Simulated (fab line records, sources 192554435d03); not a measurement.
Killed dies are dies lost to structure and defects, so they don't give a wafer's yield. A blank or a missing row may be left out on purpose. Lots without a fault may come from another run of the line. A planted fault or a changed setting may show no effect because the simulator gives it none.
Which tool did it? | flow n5_finfet | 24 lots, 72 wafers sampled, at 4 steps of a route of 1938

WHAT THE GAUGES READ, wafer by wafer
N5_BEOL_M6_INSPECT_30: inspects for defects (brightfield). Usual: raw_defect_count 389, standard deviation 83.
lot  | measured     | on                | raw_defect_count | flag
L074 | day 8 06:28  | defect_inspect-01 | 479 388 451      |
L075 | day 8 10:37  | defect_inspect-01 | 402 427 481      |
L076 | day 8 12:23  | defect_inspect-02 | 365 227 228      |
L077 | day 9 01:37  | defect_inspect-01 | 358 349 416      |
L078 | day 9 12:34  | defect_inspect-01 | 312 436 533      |
L079 | day 9 13:14  | defect_inspect-01 | 458 460 512      |
L080 | day 9 18:46  | defect_inspect-01 | 295 344 288      |
L081 | day 10 04:53 | defect_inspect-02 | 368 509 558      |
L083 | day 10 07:43 | defect_inspect-02 | 616 474 571      |
L082 | day 10 11:24 | defect_inspect-01 | 370 405 500      |
L084 | day 10 13:57 | defect_inspect-02 | 475 267 342      |
L085 | day 10 22:11 | defect_inspect-02 | 384 348 466      |
L086 | day 11 08:37 | defect_inspect-01 | 348 296 394      |
L087 | day 11 17:16 | defect_inspect-02 | 306 307 354      |
L090 | day 11 22:22 | defect_inspect-01 | 291 439 238      |
L088 | day 11 22:19 | defect_inspect-02 | 400 502 602      |
L091 | day 12 06:04 | defect_inspect-02 | 340 280 343      |
L089 | day 12 09:34 | defect_inspect-02 | 540 418 486      |
L092 | day 12 12:36 | defect_inspect-01 | 448 427 481      |
L093 | day 12 20:36 | defect_inspect-02 | 258 350 288      |
L094 | day 13 02:03 | defect_inspect-01 | 374 344 284      |
L095 | day 13 08:07 | defect_inspect-01 | 488 301 414      |
L096 | day 13 22:23 | defect_inspect-01 | 294 323 417      |
L097 | day 14 11:40 | defect_inspect-01 | 345 268 420      |

WHICH TOOL RAN EACH LOT (tool, then ch and the chambers of the sampled wafers, then the start)
lot  | N5_BEOL_M5_VIA_ETCH_34             | N5_BEOL_M6_HM_DEP_02         | N5_BEOL_M6_STRIP_67
L074 | rie_diel-01 ch 0,1,2, day 7 18:17  | pvd_sputter-03, day 8 03:43  | rie_diel-04 ch 0,2,3, day 8 04:37
L075 | rie_diel-01 ch 0,1,3, day 7 20:33  | pvd_sputter-02, day 8 07:01  | rie_diel-02 ch 0,2, day 8 08:06
L076 | rie_diel-03 ch 1,2, day 8 00:05    | pvd_sputter-02, day 8 11:04  | rie_diel-02 ch 0,3, day 8 11:46
L077 | rie_diel-05 ch 1,2, day 8 15:13    | pvd_sputter-02, day 8 23:52  | rie_diel-04 ch 0,3, day 9 00:43
L078 | rie_diel-05 ch 0,1,3, day 8 21:10  | pvd_sputter-02, day 9 07:34  | rie_diel-06 ch 2,3, day 9 08:33
L079 | rie_diel-05 ch 0,1,2, day 9 01:51  | pvd_sputter-02, day 9 11:46  | rie_diel-04 ch 0,1,2, day 9 12:35
L080 | rie_diel-05 ch 0,2,3, day 9 07:34  | pvd_sputter-03, day 9 16:47  | rie_diel-06 ch 1,2,3, day 9 17:30
L081 | rie_diel-05 ch 0,2,3, day 9 15:59  | pvd_sputter-03, day 10 02:06 | rie_diel-06 ch 0,1, day 10 03:01
L083 | rie_diel-01 ch 0,3, day 9 19:13    | pvd_sputter-01, day 10 05:58 | rie_diel-04 ch 0,2,3, day 10 06:56
L082 | rie_diel-05 ch 0,1,3, day 9 21:44  | pvd_sputter-03, day 10 08:52 | rie_diel-04 ch 0,2,3, day 10 10:31
L084 | rie_diel-05 ch 0,2,3, day 10 01:20 | pvd_sputter-03, day 10 11:26 | rie_diel-02 ch 0,3, day 10 12:38
L085 | rie_diel-05 ch 0,1,3, day 10 10:10 | pvd_sputter-02, day 10 19:47 | rie_diel-06 ch 0,2,3, day 10 21:22
L086 | rie_diel-01 ch 0,3, day 10 21:02   | pvd_sputter-03, day 11 05:34 | rie_diel-04 ch 1,2,3, day 11 06:23
L087 | rie_diel-01 ch 0,3, day 11 01:11   | pvd_sputter-01, day 11 12:21 | rie_diel-04 ch 0,1,2, day 11 13:50
L090 | rie_diel-05 ch 0,1, day 11 10:55   | pvd_sputter-03, day 11 19:34 | rie_diel-02 ch 1,2,3, day 11 20:34
L088 | rie_diel-01 ch 1,2,3, day 11 11:20 | pvd_sputter-03, day 11 19:52 | rie_diel-04 ch 0,2,3, day 11 20:57
L091 | rie_diel-01 ch 0,1,3, day 11 19:38 | pvd_sputter-01, day 12 03:38 | rie_diel-04 ch 0,1,2, day 12 04:28
L089 | rie_diel-03 ch 0,1, day 11 20:41   | pvd_sputter-01, day 12 07:52 | rie_diel-04 ch 0,1,2, day 12 08:49
L092 | rie_diel-03 ch 0,1,3, day 12 01:37 | pvd_sputter-02, day 12 10:33 | rie_diel-04 ch 1,2,3, day 12 11:44
L093 | rie_diel-03 ch 0,2,3, day 12 09:10 | pvd_sputter-02, day 12 19:04 | rie_diel-02 ch 1,2,3, day 12 19:56
L094 | rie_diel-01 ch 1,2,3, day 12 13:34 | pvd_sputter-01, day 12 23:16 | rie_diel-04 ch 2,3, day 12 23:59
L095 | rie_diel-05 ch 0,1,3, day 12 21:23 | pvd_sputter-02, day 13 06:28 | rie_diel-06 ch 1,2,3, day 13 07:11
L096 | rie_diel-01 ch 1,2,3, day 13 11:47 | pvd_sputter-03, day 13 20:53 | rie_diel-02 ch 2,3, day 13 21:35
L097 | rie_diel-03 ch 0,1,3, day 14 02:00 | pvd_sputter-02, day 14 10:21 | rie_diel-04 ch 0,1,2, day 14 11:03
- N5_BEOL_M5_VIA_ETCH_34: etches SiCOH lowk in C4F6/O2, target depth 88.3 nm, time 39.2 s.
- N5_BEOL_M6_HM_DEP_02: deposits TiN, target thk 20 nm.
- N5_BEOL_M6_STRIP_67: strips in CF4.

WHAT THE TOOLS THEMSELVES READ (means of the sampled wafers that have a number; where no wafer has one, the mark that the record gives instead)
N5_BEOL_M5_VIA_ETCH_34. Usual: C4F6_flow_sccm 9.998 sccm, standard deviation 0.029; drypump_motor_current_A 5.7 A, standard deviation 0.52; mfc_ar_sccm 300.1 sccm, standard deviation 0.96; oes_product_au 0.79 a.u., standard deviation 0.08; rf_vpp_V 660 V, standard deviation 15; showerhead_plenum_p_Torr 2.83 Torr, standard deviation 0.11; throttle_valve_pct 20.77 %, standard deviation 0.23.
lot  | tool        | C4F6_flow_sccm (sccm) | drypump_motor_current_A (A) | mfc_ar_sccm (sccm) | oes_product_au (a.u.) | rf_vpp_V (V) | showerhead_plenum_p_Torr (Torr) | throttle_valve_pct (%) | flag
L074 | rie_diel-01 | 9.986                 | 5.2                         | 299.9              | 0.81                  | 664          | 2.85                            | 21.00                  |
L075 | rie_diel-01 | 10.004                | 5.3                         | 300.9              | 0.82                  | 656          | 2.83                            | 20.87                  |
L076 | rie_diel-03 | 10.020                | 5.4                         | 300.7              | 0.81                  | 662          | 2.76                            | 20.79                  |
L077 | rie_diel-05 | 10.004                | 6.3                         | 300.7              | 0.83                  | 663          | 2.97                            | 20.46                  |
L078 | rie_diel-05 | 10.014                | 5.8                         | 300.1              | 0.77                  | 660          | 2.85                            | 20.66                  |
L079 | rie_diel-05 | 9.986                 | 6.1                         | 300.7              | 0.80                  | 654          | 2.86                            | 20.56                  |
L080 | rie_diel-05 | 9.985                 | 6.1                         | 300.4              | 0.77                  | 660          | 2.84                            | 20.58                  |
L081 | rie_diel-05 | 9.993                 | 6.0                         | 300.0              | 0.75                  | 660          | 2.84                            | 20.57                  |
L083 | rie_diel-01 | 10.041                | 5.2                         | 299.7              | 0.75                  | 648          | 2.77                            | 20.90                  |
L082 | rie_diel-05 | 10.007                | 5.8                         | 299.8              | 0.76                  | 659          | 2.85                            | 20.66                  |
L084 | rie_diel-05 | 9.999                 | 6.0                         | 300.1              | 0.75                  | 660          | 2.84                            | 20.59                  |
L085 | rie_diel-05 | 10.006                | 5.8                         | 300.1              | 0.76                  | 659          | 2.85                            | 20.69                  |
L086 | rie_diel-01 | 10.027                | 5.2                         | 301.9              | 0.74                  | 648          | 2.76                            | 20.90                  |
L087 | rie_diel-01 | 9.993                 | 5.0                         | 299.7              | 0.79                  | 645          | 2.81                            | 20.88                  |
L090 | rie_diel-05 | 9.956                 | 5.9                         | 299.1              | 0.79                  | 654          | 2.86                            | 20.68                  |
L088 | rie_diel-01 | 10.012                | 5.4                         | 300.4              | 0.84                  | 665          | 2.79                            | 20.92                  |
L091 | rie_diel-01 | 10.023                | 5.3                         | 299.2              | 0.78                  | 657          | 2.82                            | 20.91                  |
L089 | rie_diel-03 | 9.971                 | 6.0                         | 298.7              | 0.81                  | 673          | 2.78                            | 20.79                  |
L092 | rie_diel-03 | 10.048                | 5.9                         | 300.8              | 0.84                  | 666          | 2.83                            | 20.73                  |
L093 | rie_diel-03 | 9.972                 | 5.5                         | 299.5              | 0.80                  | 663          | 2.82                            | 20.83                  |
L094 | rie_diel-01 | 9.988                 | 5.3                         | 300.2              | 0.83                  | 666          | 2.79                            | 20.95                  |
L095 | rie_diel-05 | 10.009                | 5.8                         | 299.1              | 0.74                  | 659          | 2.84                            | 20.70                  |
L096 | rie_diel-01 | 10.010                | 5.4                         | 299.9              | 0.80                  | 665          | 2.79                            | 20.97                  |
L097 | rie_diel-03 | 9.962                 | 5.8                         | 299.2              | 0.81                  | 665          | 2.82                            | 20.76                  |

N5_BEOL_M6_HM_DEP_02. Usual: throttle_valve_pct 29.6 %, standard deviation 1.2.
lot  | tool           | throttle_valve_pct (%) | flag
L074 | pvd_sputter-03 | 30.1                   |
L075 | pvd_sputter-02 | 29.7                   |
L076 | pvd_sputter-02 | 29.6                   |
L077 | pvd_sputter-02 | 28.8                   |
L078 | pvd_sputter-02 | 29.0                   |
L079 | pvd_sputter-02 | 29.5                   |
L080 | pvd_sputter-03 | 29.3                   |
L081 | pvd_sputter-03 | 31.2                   |
L083 | pvd_sputter-01 | 29.8                   |
L082 | pvd_sputter-03 | 29.6                   |
L084 | pvd_sputter-03 | 30.1                   |
L085 | pvd_sputter-02 | 29.6                   |
L086 | pvd_sputter-03 | 30.1                   |
L087 | pvd_sputter-01 | 29.9                   |
L090 | pvd_sputter-03 | 29.0                   |
L088 | pvd_sputter-03 | 30.1                   |
L091 | pvd_sputter-01 | 29.7                   |
L089 | pvd_sputter-01 | 28.8                   |
L092 | pvd_sputter-02 | 28.8                   |
L093 | pvd_sputter-02 | 30.2                   |
L094 | pvd_sputter-01 | 29.2                   |
L095 | pvd_sputter-02 | 29.5                   |
L096 | pvd_sputter-03 | 30.0                   |
L097 | pvd_sputter-02 | 28.8                   |

N5_BEOL_M6_STRIP_67. Usual: drypump_motor_current_A 5.7 A, standard deviation 0.41; oes_product_au 0.77 a.u., standard deviation 0.079; rf_vpp_V 270.8 V, standard deviation 1.5; showerhead_plenum_p_Torr 1.78 Torr, standard deviation 0.054; throttle_valve_pct 13.72 %, standard deviation 0.23.
lot  | tool        | drypump_motor_current_A (A) | oes_product_au (a.u.) | rf_vpp_V (V) | showerhead_plenum_p_Torr (Torr) | throttle_valve_pct (%) | flag
L074 | rie_diel-04 | 6.1                         | 0.75                  | 270.0        | 1.75                            | 13.70                  |
L075 | rie_diel-02 | 5.1                         | 0.77                  | 271.0        | 1.81                            | 13.74                  |
L076 | rie_diel-02 | 5.6                         | 0.85                  | 272.2        | 1.86                            | 13.46                  |
L077 | rie_diel-04 | 5.8                         | 0.74                  | 270.3        | 1.78                            | 13.85                  |
L078 | rie_diel-06 | 5.5                         | 0.71                  | 269.5        | 1.71                            | 13.94                  |
L079 | rie_diel-04 | 6.0                         | 0.78                  | 270.3        | 1.75                            | 13.59                  |
L080 | rie_diel-06 | 5.8                         | 0.70                  | 270.4        | 1.76                            | 14.01                  |
L081 | rie_diel-06 | 6.0                         | 0.81                  | 271.9        | 1.83                            | 13.73                  |
L083 | rie_diel-04 | 6.0                         | 0.74                  | 270.5        | 1.75                            | 13.75                  |
L082 | rie_diel-04 | 6.0                         | 0.74                  | 270.5        | 1.75                            | 13.76                  |
L084 | rie_diel-02 | 5.6                         | 0.83                  | 273.6        | 1.85                            | 13.51                  |
L085 | rie_diel-06 | 5.7                         | 0.88                  | 269.8        | 1.75                            | 13.54                  |
L086 | rie_diel-04 | 5.8                         | 0.75                  | 270.6        | 1.76                            | 13.76                  |
L087 | rie_diel-04 | 6.0                         | 0.77                  | 270.1        | 1.75                            | 13.64                  |
L090 | rie_diel-02 | 5.4                         | 0.74                  | 271.8        | 1.84                            | 13.77                  |
L088 | rie_diel-04 | 6.0                         | 0.73                  | 270.6        | 1.74                            | 13.79                  |
L091 | rie_diel-04 | 6.0                         | 0.76                  | 269.6        | 1.74                            | 13.64                  |
L089 | rie_diel-04 | 6.0                         | 0.76                  | 269.9        | 1.74                            | 13.64                  |
L092 | rie_diel-04 | 5.8                         | 0.74                  | 271.2        | 1.76                            | 13.79                  |
L093 | rie_diel-02 | 5.4                         | 0.73                  | 271.3        | 1.83                            | 13.79                  |
L094 | rie_diel-04 | 6.1                         | 0.70                  | 269.6        | 1.73                            | 13.82                  |
L095 | rie_diel-06 | 5.8                         | 0.93                  | 271.8        | 1.82                            | 13.48                  |
L096 | rie_diel-02 | 5.5                         | 0.76                  | 273.2        | 1.83                            | 13.62                  |
L097 | rie_diel-04 | 6.0                         | 0.75                  | 270.4        | 1.74                            | 13.68                  |

THE ANSWER, worked out from the rows above alone
Rule: a lot is off if the mean of its wafers that have a number lies more than 3 standard deviations from the usual mean. A lot without any number at a reading at which 4 lots or more have one is off too. The other lots that the step has rows for count as sound. The gauges are gone through in route order, then the tools' own readings, and for those a lot's mean is taken as printed above. The first step at which some lot is off is used, and at that step the reading that is off furthest; a lot without a number counts as furthest.
No lot is off at any reading shown: from this, nothing can be told.

WHAT THE SIMULATOR HAD PUT IN
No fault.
